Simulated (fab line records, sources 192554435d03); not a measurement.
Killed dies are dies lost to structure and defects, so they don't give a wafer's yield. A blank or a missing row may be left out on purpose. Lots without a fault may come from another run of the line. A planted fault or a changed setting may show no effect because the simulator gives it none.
A struck lot beside a sound one | flow n5_finfet | 34 steps out of a route of 1938
Sound: wafers L106.1, L106.2. Struck: wafer L109.6. (L109.2, L109.5 of the same lot were not struck and are left out.) The cause comes at the end.
At each step with rows: each side's tool, then ch and its chambers, then its first start. Under that, the readings that differ: sound wafers | struck wafers | difference of the means | sigmas: that difference in standard deviations of wafers without a fault.
alike: readings whose means differ by less than 2 such deviations, and words and numbers that are the same on both sides. not compared: withheld readings, readings that some wafer has no value for, bounds like >300 that may hide the same value, and numbers for which the record gives no deviation and whose values overlap.
The two part at a step that has a row with sigmas, a row that says differs or no value, or rows on one side only. Numbers that don't overlap but have no deviation are shown without sigmas and don't part them. A reading that every wafer of one side lacks parts them only if that side has two wafers or more.

first, 7 steps without rows for these wafers: N5_BEOL_M4_PRE_CLEAN_60 (time 15 s); N5_BEOL_M4_CO_CAP_55 (material Co, precursor CCTBA/H2, target thk 2 nm, time 102.1 s); N5_BEOL_M4_PRE_CLEAN_56 (time 15 s); N5_BEOL_M4_DEP_57 (deposits SiCN from 3MS/NH3, target thk 8 nm, time 14 s); N5_BEOL_M5_ILD_DEP_00 (deposits SiCOH lowk from DEMS/porogen, target thk 140.64 nm, time 25.9 s); N5_BEOL_M5_CURE_79 (cures SiCOH lowk, time 240 s); N5_BEOL_M5_PECVD_70 (deposits SiO2 from TEOS/O2, target thk 16 nm, time 18 s).
N5_BEOL_M5_HM_DEP_02: deposits TiN, target thk 20 nm.
  sound on pvd_sputter-01, day 9 00:37; struck on pvd_sputter-01, day 9 04:18
  reading                                    | sound   | struck | difference | sigmas
  model.TiN_of_BEOL_M5_HM_DEP_02.thk_nm (nm) | 19.8 20 | 8      | -12        |
  alike: throttle_valve_pct
then, 16 steps without rows for these wafers: N5_BEOL_M5_COAT_59 (time 60 s, resist thk 60 nm); N5_BEOL_M5_COAT_60 (time 60 s, resist thk 12 nm); N5_BEOL_M5_COAT_71 (time 60 s, resist thk 5 nm); N5_BEOL_M5_COAT_05 (resist thk 30 nm); N5_BEOL_M5_EBR_07; N5_BEOL_M5_SOFTBAKE_06 (time 60 s); N5_BEOL_M5_EXPOSE_08 (exposes mask M5, target cd 28 nm); N5_BEOL_M5_PEB_09 (peb time 60 s); N5_BEOL_M5_DEVELOP_10 (develop time 30 s); N5_BEOL_M5_DESCUM_16 (chemistry O2, time 7 s); N5_BEOL_M5_ETCH_72 (etches underlayer in N2/H2, target depth 6.5 nm, time 5.2 s); N5_BEOL_M5_ETCH_61 (etches SiARC in CF4, target depth 15.6 nm, time 26 s); N5_BEOL_M5_ETCH_62 (etches SOC in N2/H2, target depth 75 nm, overetch 15 nm, time 112.5 s); N5_BEOL_M5_STRIP_63 (strips in N2/H2); N5_BEOL_M5_STRIP_73 (strips in N2/H2); N5_BEOL_M5_STRIP_64 (strips in CF4).
N5_BEOL_M5_HM_OPEN_17: chemistry Cl2/BCl3, target TiN, target depth 20 nm, overetch 6 nm.
  sound on rie_metal-01 ch 0,1, day 9 01:34; struck on rie_metal-01 ch 0, day 9 05:06
  reading                  | sound       | struck | difference | sigmas
  oes_product_au (a.u.)    | 0.73 0.64   | 0.49   | -0.20      | -4
  throttle_valve_pct (%)   | 22.29 22.11 | 22.70  | +0.50      | +3
  model.etch.depth_nm (nm) | 19.8 19.91  | 8.076  | -11.779    |
  alike: drypump_motor_current_A
  not compared: rf_hours_counter_h
then, 8 steps without rows for these wafers: N5_BEOL_M5_STRIP_19 (strips in O2); N5_BEOL_M5_COAT_65 (time 60 s, resist thk 60 nm); N5_BEOL_M5_COAT_66 (time 60 s, resist thk 12 nm); N5_BEOL_M5_COAT_74 (time 60 s, resist thk 5 nm); N5_BEOL_M5_COAT_22 (resist thk 30 nm); N5_BEOL_M5_EBR_24; N5_BEOL_M5_SOFTBAKE_23 (time 60 s); N5_BEOL_M5_EXPOSE_25 (exposes mask V4, defocus 10 nm).
N5_BEOL_M5_TRENCH_ETCH_37: etches SiCOH lowk in C4F6/O2, target depth 71.652 nm, time 24.7 s.
  sound on rie_diel-03 ch 2,3; struck on rie_diel-06 ch 1
  reading                                    | sound     | struck | difference | sigmas
  showerhead_plenum_p_Torr (Torr)            | 2.78 2.67 | 3.00   | +0.28      | +2
  model.TiN_of_BEOL_M5_HM_DEP_02.thk_nm (nm) | 17.8 17.8 | 6      | -12        |
  model.BEOL_M5.cd_nm (nm)                   | 28 28     | 29     | +1         |
  alike: drypump_motor_current_A, oes_product_au, rf_vpp_V, throttle_valve_pct
  not compared: rf_hours_counter_h

WHERE THEY PART
First at N5_BEOL_M5_HM_OPEN_17; last, within this record, at N5_BEOL_M5_TRENCH_ETCH_37.

WHY: what the simulator had put in
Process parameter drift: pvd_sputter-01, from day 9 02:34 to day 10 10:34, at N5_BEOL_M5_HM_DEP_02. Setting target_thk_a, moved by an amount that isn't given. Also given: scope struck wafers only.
